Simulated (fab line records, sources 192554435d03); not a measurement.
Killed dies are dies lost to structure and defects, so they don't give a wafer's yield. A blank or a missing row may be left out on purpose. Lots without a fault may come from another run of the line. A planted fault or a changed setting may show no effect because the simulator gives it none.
Chamber matching | flow n5_finfet | N5_BEOL_M5_CURE_79 on uv_cure-01: 3 sister chambers
The step cures SiCOH lowk, time 240 s. 14 wafers are shown with their chamber, then 7 later ones without.

WAFERS WITH THEIR CHAMBER
wafer  | chamber | wafer_temp_C_max | lamp_power_pct (%)
L075.1 | 0       | 387.8            | 52.29
L075.3 | 0       | 387.5            | 52.33
L075.4 | 0       | 387.9            | 52.33
L084.2 | 2       | 386.6            | 52.30
L084.5 | 2       | 386.1            | 52.33
L084.6 | 2       | 386.4            | 52.38
L087.4 | 1       | 388.8            | 52.26
L087.5 | 1       | 388.0            | 52.31
L087.6 | 1       | 388.2            | 52.29
L088.3 | 2       | 386.4            | 52.34
L088.5 | 2       | 386.4            | 52.34
L088.6 | 2       | 386.2            | 52.16
L090.1 | 1       | 388.3            | 52.31
L090.4 | 1       | 388.0            | 52.38

SIGNATURES (means of the wafers above)
reading          | chamber 0 | chamber 1 | chamber 2 | scatter within a chamber
wafer_temp_C_max | 387.733   | 388.260   | 386.350   | 0.247
lamp_power_pct   | 52.3167   | 52.3100   | 52.3083   | 0.0592
Rule: a wafer's distance from a chamber is the root of the sum, over the readings, of the square of ((its reading less the chamber's mean) divided by the reading's scatter). The wafer belongs to the nearest chamber; if the next one is less than 2 further off, it can't be placed. The scatter: the root of (the sum of the squares of (reading less its chamber's mean) over the shown wafers, divided by (wafers less chambers)).

WAFERS WITHOUT THEIR CHAMBER
wafer  | wafer_temp_C_max | lamp_power_pct (%)
L090.6 | 388.9            | 52.37
L094.1 | 387.1            | 52.26
L094.4 | 387.2            | 52.24
L094.6 | 387.1            | 52.29
L095.1 | 388.7            | 52.35
L095.3 | 389.3            | 52.40
L095.4 | 388.3            | 52.25

WHICH CHAMBER EACH WENT THROUGH
wafer  | from the rows above          | in truth
L090.6 | 1                            | 1
L094.1 | can't be placed: 0 or 2      | 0
L094.4 | can't be placed: 0 or 2 or 1 | 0
L094.6 | can't be placed: 0 or 2      | 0
L095.1 | 1                            | 1
L095.3 | 1                            | 1
L095.4 | can't be placed: 1 or 0      | 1
Placed correctly: 3 of 7. Can't be placed from these rows: 4 (the true chamber is among the candidates in 4). Placed wrongly: 0.
